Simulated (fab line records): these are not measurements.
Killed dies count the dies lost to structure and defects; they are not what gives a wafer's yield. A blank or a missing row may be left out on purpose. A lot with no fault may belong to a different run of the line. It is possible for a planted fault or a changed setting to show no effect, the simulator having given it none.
Which of the tools did it? ; flow n5_finfet ; Sampling: 8 lots, 22 wafers, 8 of 1938 route steps

WHAT EACH GAUGE READ, for each wafer
N5_BEOL_M2_OVL_MEAS_29. Usual: V1_OVL gives -0.4 nm (standard deviation 0.67).
lot;measured;on;V1_OVL (nm);flag
L115;day 6 20:03;overlay-02;0.5 -0.4 -0.8;
L117;day 7 10:58;overlay-02;0.9 -0.6;
L118;day 7 19:34;overlay-01;-0.4 -1.0 -0.8;
L120;day 8 03:32;overlay-02;-0.7 -1.0 -0.8;
L123;day 8 21:22;overlay-02;-0.8 -0.5;
L132;day 11 04:05;overlay-01;-0.5 -0.4 -1.3;
L134;day 11 12:56;overlay-01;-0.6 0.2 -0.5;
L137;day 12 02:18;overlay-01;-0.7 0.1 -0.4;

N5_BEOL_M2_OCD_MEAS_38. Usual: trench_depth_nm reads 55.3 nm (standard deviation 0.93).
lot;measured;on;trench_depth_nm (nm);flag
L115;day 6 20:52;ocd-01;55.4 55.7 55.0;
L117;day 7 12:10;ocd-01;56.6 55.0;
L118;day 7 23:56;ocd-02;55.4 54.5 55.9;
L120;day 8 07:37;ocd-02;55.8 54.5 55.5;
L123;day 9 00:11;ocd-02;55.8 56.6;
L132;day 11 10:39;ocd-01;60.7 62.0 58.2;OFF
L134;day 11 16:56;ocd-02;59.1 59.0 60.3;OFF
L137;day 12 09:38;ocd-01;56.3 56.6 54.3;

N5_BEOL_M2_THK_MEAS_53: measures by xrf. Usual: M2_THK gives 38.2 nm (standard deviation 1.4).
lot;measured;on;M2_THK (nm);flag
L115;day 7 02:12;film_metro-01;37.4 37.8 37.6;
L117;day 7 17:35;film_metro-01;40.5 38.2;
L118;day 8 03:47;film_metro-01;38.0 37.4 39.2;
L120;day 8 11:06;film_metro-02;38.1 38.7 37.7;
L123;day 9 04:08;film_metro-02;37.2 39.2;
L132;day 11 14:10;film_metro-01;43.2 47.1 41.9;OFF
L134;day 11 20:58;film_metro-01;42.1 42.1 45.7;OFF
L137;day 12 14:35;film_metro-01;38.5 40.1 38.1;

N5_BEOL_M2_RS_MEAS_58: measures by four-point-probe. Usual: M2_RS gives 0.68 ohm/sq (standard deviation 0.031).
lot;measured;on;M2_RS (ohm/sq);flag
L115;day 7 02:28;film_metro-01;0.69 0.68 0.68;
L117;day 7 17:52;film_metro-02;0.63 0.68;
L118;day 8 04:05;film_metro-01;0.69 0.70 0.66;
L120;day 8 11:22;film_metro-02;0.67 0.66 0.68;
L123;day 9 04:34;film_metro-01;0.69 0.65;
L132;day 11 14:26;film_metro-01;0.58 0.52 0.60;OFF
L134;day 11 21:13;film_metro-02;0.60 0.60 0.54;OFF
L137;day 12 14:50;film_metro-01;0.68 0.64 0.69;

N5_BEOL_M4_RC_MEAS_101. Usual: DIBL_N 35.9 mV/V, standard deviation 1.6; DIBL_P 35.6 mV/V, standard deviation 2.1; IOFF_N 0.149 nA/um, standard deviation 0.029; IOFF_P 0.20 nA/um, standard deviation 0.033; ION_N 671 uA/um, standard deviation 11; ION_P 460 uA/um, standard deviation 7.3; SS_N 71.4 mV/dec, standard deviation 0.62; SS_P 73.2 mV/dec, standard deviation 0.65; VT_N 251 mV, standard deviation 3.1; VT_P -251 mV, standard deviation 3.4.
lot;measured;on;DIBL_N (mV/V);DIBL_P (mV/V);IOFF_N (nA/um);IOFF_P (nA/um);ION_N (uA/um);ION_P (uA/um);SS_N (mV/dec);SS_P (mV/dec);VT_N (mV);VT_P (mV);flag
L115;day 7 22:20;prober-01;36.1 36.0 34.9;35.7 36.3 33.9;0.154 0.150 0.130;0.20 0.22 0.18;668 666 672;459 460 459;71.1 71.1 70.7;73.1 73.1 73.0;253 252 253;-249 -248 -252;
L117;day 8 14:39;prober-02;35.5 34.7;36.8 35.0;0.138 0.136;0.18 0.16;668 668;454 452;71.2 71.5;73.5 72.3;251 253;-256 -256;
L118;day 9 00:58;prober-02;34.9 32.3 33.7;35.5 33.0 34.1;0.133 0.114 0.122;0.19 0.16 0.18;665 669 667;451 456 464;71.9 70.5 70.7;72.9 73.0 72.4;252 254 252;-251 -253 -254;
L120;day 9 04:26;prober-02;36.4 35.6 36.7;36.1 37.0 38.0;0.144 0.144 0.158;0.17 0.18 0.20;659 665 668;444 452 459;72.3 71.3 71.3;72.7 72.4 73.1;252 250 251;-258 -254 -252;
L123;day 10 06:55;prober-01;32.7 35.6;32.2 35.6;0.106 0.159;0.16 0.21;651 677;456 472;70.9 70.7;72.7 73.2;256 247;-254 -247;
L132;day 12 13:02;prober-02;35.2 36.1 35.1;34.7 35.8 34.6;0.118 0.131 0.127;0.16 0.18 0.16;661 667 680;454 457 464;71.2 71.2 70.7;73.4 73.6 73.3;254 255 251;-257 -252 -255;
L134;day 12 19:22;prober-01;35.7 33.7 36.3;34.9 32.6 35.9;0.132 0.110 0.150;0.20 0.17 0.21;672 651 664;465 454 453;72.0 70.9 71.7;73.4 72.2 73.2;254 254 252;-250 -249 -248;
L137;day 13 15:45;prober-02;34.6 34.9 35.7;34.7 33.6 34.8;0.133 0.135 0.154;0.19 0.16 0.19;665 679 681;458 461 459;71.8 71.3 71.5;72.8 72.4 73.6;251 252 250;-251 -253 -249;

EACH LOT AND THE TOOL THAT RAN IT (in order: tool; ch and the chambers of the sampled wafers; start)
lot;N5_BEOL_M2_STRIP_19;N5_BEOL_M2_ALD_98;N5_BEOL_M2_TRENCH_ETCH_37
L115;rie_diel-06 ch 0,1,2, day 6 19:29;ald_sin-01 ch 1,2, day 6 20:21;rie_diel-05 ch 1,2, day 6 20:43
L117;rie_diel-02 ch 0,3, day 7 10:25;ald_sin-04 ch 0,3, day 7 11:37;rie_diel-05 ch 0,3, day 7 12:01
L118;rie_diel-06 ch 0,2,3, day 7 19:02;ald_sin-02 ch 0,2,3, day 7 19:51;rie_diel-05 ch 0,1,3, day 7 23:47
L120;rie_diel-05 ch 0,2,3, day 8 02:59;ald_sin-01 ch 0,1,2, day 8 04:25;rie_diel-05 ch 1,2,3, day 8 07:28
L123;rie_diel-05 ch 1,3, day 8 20:48;ald_sin-04 ch 0,3, day 8 21:41;rie_diel-05 ch 0,2, day 9 00:02
L132;rie_diel-02 ch 0,2,3, day 11 03:33;ald_sin-02 ch 1,2,3, day 11 04:19;rie_diel-05 ch 0,1,3, day 11 10:30
L134;rie_diel-06 ch 1,2,3, day 11 12:23;ald_sin-01 ch 0,1,2, day 11 13:26;rie_diel-05 ch 1,2,3, day 11 16:46
L137;rie_diel-02 ch 0,2, day 12 01:51;ald_sin-04 ch 0,2, day 12 02:32;rie_diel-02 ch 0,2,3, day 12 09:29
- N5_BEOL_M2_STRIP_19: strips in O2.
- N5_BEOL_M2_ALD_98: deposits SiO2, target thk 2.5 nm, pulse time 1 s, co reactant pulse time 1 s.
- N5_BEOL_M2_TRENCH_ETCH_37: etches SiOC in C4F6/O2, target depth 55.555 nm, time 29.2 s.

WHAT THE TOOLS THEMSELVES READ (means of the sampled wafers that have a number; where no wafer has one, the mark that the record gives instead)
N5_BEOL_M2_STRIP_19. Usual: drypump_motor_current_A 5.8 A, standard deviation 0.48; oes_product_au 0.76 a.u., standard deviation 0.056; rf_vpp_V 3.7 V, standard deviation 0.48; showerhead_plenum_p_Torr 2.13 Torr, standard deviation 0.05; throttle_valve_pct 16.78 %, standard deviation 0.22.
lot;tool;drypump_motor_current_A (A);oes_product_au (a.u.);rf_vpp_V (V);showerhead_plenum_p_Torr (Torr);throttle_valve_pct (%);flag
L115;rie_diel-06;5.9;0.74;3.5;2.12;16.79;
L117;rie_diel-02;6.2;0.81;3.8;2.16;16.78;
L118;rie_diel-06;5.9;0.78;3.4;2.11;16.78;
L120;rie_diel-05;5.3;0.78;3.3;2.17;16.66;
L123;rie_diel-05;5.8;0.82;3.2;2.17;16.70;
L132;rie_diel-02;5.8;0.76;3.7;2.13;16.96;
L134;rie_diel-06;5.6;0.74;3.6;2.13;16.78;
L137;rie_diel-02;6.0;0.78;3.6;2.16;16.84;

N5_BEOL_M2_ALD_98. Usual: heater_power_w 77 W, standard deviation 6.3; precursor_pulse_height_rel 1.000, standard deviation 0.018.
lot;tool;heater_power_w (W);precursor_pulse_height_rel;flag
L115;ald_sin-01;73;1.008;
L117;ald_sin-04;73;0.986;
L118;ald_sin-02;76;1.004;
L120;ald_sin-01;72;0.988;
L123;ald_sin-04;72;0.996;
L132;ald_sin-02;77;1.003;
L134;ald_sin-01;74;0.987;
L137;ald_sin-04;80;0.993;

N5_BEOL_M2_TRENCH_ETCH_37. Usual: drypump_motor_current_A 5.7 A, standard deviation 0.51; oes_f_703_au 0.78 a.u., standard deviation 0.062; oes_o_777_au 0.78 a.u., standard deviation 0.061; oes_product_au 0.77 a.u., standard deviation 0.063; rf_fwd_power_W 349.5 W, standard deviation 1.9; rf_vpp_V 659 V, standard deviation 14; showerhead_plenum_p_Torr 2.89 Torr, standard deviation 0.057; throttle_valve_pct 20.9 %, standard deviation 0.3.
lot;tool;drypump_motor_current_A (A);oes_f_703_au (a.u.);oes_o_777_au (a.u.);oes_product_au (a.u.);rf_fwd_power_W (W);rf_vpp_V (V);showerhead_plenum_p_Torr (Torr);throttle_valve_pct (%);flag
L115;rie_diel-05;5.3;0.78;0.78;0.78;350.8;680;2.93;20.7;
L117;rie_diel-05;5.5;0.82;0.82;0.81;349.8;666;2.93;20.9;
L118;rie_diel-05;5.7;0.82;0.83;0.81;348.7;671;2.92;21.0;
L120;rie_diel-05;5.5;0.80;0.81;0.79;349.4;673;2.93;20.7;
L123;rie_diel-05;5.2;0.76;0.75;0.76;349.9;676;2.90;20.9;
L132;rie_diel-05;5.7;1.02;1.01;0.82;435.4;601;2.91;21.0;OFF
L134;rie_diel-05;5.5;0.98;0.98;0.80;436.3;602;2.92;20.8;OFF
L137;rie_diel-02;5.8;0.77;0.77;0.75;348.1;646;2.88;21.1;

THE ANSWER, worked out from the rows above alone
Rule: lot off if the mean of its wafers having a number is beyond 3 standard deviations from the usual mean. Also off: a lot with no number at a reading for which 4 or more lots have one. All remaining lots with rows at the step are treated as sound. The gauges are gone through in route order, then the tools' own readings, and for those a lot's mean is taken as printed above. The first step at which some lot is off is used, and at that step the reading that is off furthest; a lot without a number counts as furthest.
Off: L132, L134 (N5_BEOL_M2_OCD_MEAS_38, trench_depth_nm).
If a tool, at a process step before that reading, ran all the lots that are off and no sound lot after the first of them, it fits. Not tried: the gauges at N5_BEOL_M2_OCD_MEAS_38; whatever is off there is also off at N5_BEOL_M2_THK_MEAS_53, on other tools, and gauge error can't account for it. One fits: rie_diel-05 at N5_BEOL_M2_TRENCH_ETCH_37. A fault onset in the window from L123 (day 9 00:02, its last sound lot) to L132 (day 11 10:30, its first lot off) fits.
The tool's own readings at N5_BEOL_M2_TRENCH_ETCH_37 bear it out: on the lots that are off they differ by more than 5 times the standard deviation of the sound lots' means. oes_f_703_au reads 1.00 a.u. there against 0.79 a.u. on the sound lots; oes_o_777_au reads 0.99 a.u. there against 0.79 a.u. on the sound lots; rf_fwd_power_W reads 435.9 W there against 349.4 W on the sound lots; rf_vpp_V reads 602 V there against 669 V on the sound lots.

WHAT THE SIMULATOR HAD PUT IN
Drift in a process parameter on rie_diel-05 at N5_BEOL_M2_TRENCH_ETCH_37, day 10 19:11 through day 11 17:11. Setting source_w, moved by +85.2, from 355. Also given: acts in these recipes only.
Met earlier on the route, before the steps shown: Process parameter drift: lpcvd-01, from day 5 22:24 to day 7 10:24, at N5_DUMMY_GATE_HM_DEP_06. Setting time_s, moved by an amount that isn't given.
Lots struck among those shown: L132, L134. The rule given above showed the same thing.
